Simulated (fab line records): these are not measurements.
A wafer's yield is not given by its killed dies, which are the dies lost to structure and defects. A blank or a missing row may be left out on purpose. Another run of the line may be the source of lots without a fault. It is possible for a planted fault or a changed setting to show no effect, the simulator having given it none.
Matching of chambers || flow n5_finfet || N5_BEOL_M10_ALD_74 on ald_metal-04: 4 sister chambers
The step deposits TaN, target thk 2 nm, pulse time 2 s, purge time 3 s. 20 wafers are shown with their chamber, then 10 later ones without.

EACH WAFER AND ITS CHAMBER
{"wafer": "L074.3", "chamber": 3, "heater_power_w (W)": 477, "mfc_carrier_sccm (sccm)": 1502}
{"wafer": "L074.4", "chamber": 1, "heater_power_w (W)": 386, "mfc_carrier_sccm (sccm)": 1503}
{"wafer": "L074.6", "chamber": 1, "heater_power_w (W)": 378, "mfc_carrier_sccm (sccm)": 1505}
{"wafer": "L076.1", "chamber": 2, "heater_power_w (W)": 427, "mfc_carrier_sccm (sccm)": 1497}
{"wafer": "L076.4", "chamber": 0, "heater_power_w (W)": 422, "mfc_carrier_sccm (sccm)": 1496}
{"wafer": "L076.6", "chamber": 1, "heater_power_w (W)": 366, "mfc_carrier_sccm (sccm)": 1497}
{"wafer": "L077.3", "chamber": 2, "heater_power_w (W)": 416, "mfc_carrier_sccm (sccm)": 1506}
{"wafer": "L077.5", "chamber": 1, "heater_power_w (W)": 366, "mfc_carrier_sccm (sccm)": 1499}
{"wafer": "L077.6", "chamber": 2, "heater_power_w (W)": 420, "mfc_carrier_sccm (sccm)": 1503}
{"wafer": "L083.2", "chamber": 3, "heater_power_w (W)": 478, "mfc_carrier_sccm (sccm)": 1498}
{"wafer": "L083.3", "chamber": 2, "heater_power_w (W)": 415, "mfc_carrier_sccm (sccm)": 1502}
{"wafer": "L083.4", "chamber": 1, "heater_power_w (W)": 380, "mfc_carrier_sccm (sccm)": 1503}
{"wafer": "L085.1", "chamber": 1, "heater_power_w (W)": 340, "mfc_carrier_sccm (sccm)": 1500}
{"wafer": "L085.2", "chamber": 0, "heater_power_w (W)": 415, "mfc_carrier_sccm (sccm)": 1508}
{"wafer": "L085.3", "chamber": 3, "heater_power_w (W)": 460, "mfc_carrier_sccm (sccm)": 1497}
{"wafer": "L084.2", "chamber": 1, "heater_power_w (W)": 337, "mfc_carrier_sccm (sccm)": 1505}
{"wafer": "L084.4", "chamber": 3, "heater_power_w (W)": 472, "mfc_carrier_sccm (sccm)": 1518}
{"wafer": "L084.5", "chamber": 0, "heater_power_w (W)": 418, "mfc_carrier_sccm (sccm)": 1501}
{"wafer": "L088.3", "chamber": 0, "heater_power_w (W)": 403, "mfc_carrier_sccm (sccm)": 1498}
{"wafer": "L088.5", "chamber": 0, "heater_power_w (W)": 416, "mfc_carrier_sccm (sccm)": 1505}

SIGNATURES, as means of the wafers listed above
{"reading": "heater_power_w", "chamber 0": 414.80, "chamber 1": 364.71, "chamber 2": 419.50, "chamber 3": 471.75, "scatter within a chamber": 13.1}
{"reading": "mfc_carrier_sccm", "chamber 0": 1501.60, "chamber 1": 1501.71, "chamber 2": 1502.00, "chamber 3": 1503.75, "scatter within a chamber": 5.49}
Rule: a wafer lies at a distance from a chamber equal to the root of the sum of squares, over the readings, of (its reading less the chamber's mean, divided by the reading's scatter). If the next closest chamber is less than 2 further off than the closest, the wafer can't be placed; otherwise it belongs to the closest. How the scatter is found: for the shown wafers, subtract from each reading the mean of its chamber, square and add these, divide the total by (wafers less chambers), then take the root.

WAFERS MISSING THEIR CHAMBER
{"wafer": "L088.6", "heater_power_w (W)": 460, "mfc_carrier_sccm (sccm)": 1499}
{"wafer": "L089.2", "heater_power_w (W)": 472, "mfc_carrier_sccm (sccm)": 1500}
{"wafer": "L089.4", "heater_power_w (W)": 414, "mfc_carrier_sccm (sccm)": 1500}
{"wafer": "L089.6", "heater_power_w (W)": 412, "mfc_carrier_sccm (sccm)": 1492}
{"wafer": "L091.1", "heater_power_w (W)": 342, "mfc_carrier_sccm (sccm)": 1497}
{"wafer": "L091.2", "heater_power_w (W)": 427, "mfc_carrier_sccm (sccm)": 1499}
{"wafer": "L091.4", "heater_power_w (W)": 418, "mfc_carrier_sccm (sccm)": 1493}
{"wafer": "L095.2", "heater_power_w (W)": 469, "mfc_carrier_sccm (sccm)": 1499}
{"wafer": "L095.3", "heater_power_w (W)": 441, "mfc_carrier_sccm (sccm)": 1505}
{"wafer": "L095.5", "heater_power_w (W)": 483, "mfc_carrier_sccm (sccm)": 1497}

EACH ONE'S CHAMBER
{"wafer": "L088.6", "from the rows above": "can't be placed: 3 or 2", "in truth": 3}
{"wafer": "L089.2", "from the rows above": 3, "in truth": 3}
{"wafer": "L089.4", "from the rows above": "can't be placed: 0 or 2", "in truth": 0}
{"wafer": "L089.6", "from the rows above": "can't be placed: 0 or 2", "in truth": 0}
{"wafer": "L091.1", "from the rows above": 1, "in truth": 1}
{"wafer": "L091.2", "from the rows above": "can't be placed: 2 or 0", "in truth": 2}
{"wafer": "L091.4", "from the rows above": "can't be placed: 0 or 2", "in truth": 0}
{"wafer": "L095.2", "from the rows above": 3, "in truth": 3}
{"wafer": "L095.3", "from the rows above": "can't be placed: 2 or 0 or 3", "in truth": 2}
{"wafer": "L095.5", "from the rows above": 3, "in truth": 3}
Correct placement for 4 of the 10. Unplaceable from these rows: 6, with the true chamber sitting among the candidates in 6. Placed wrongly: 0.
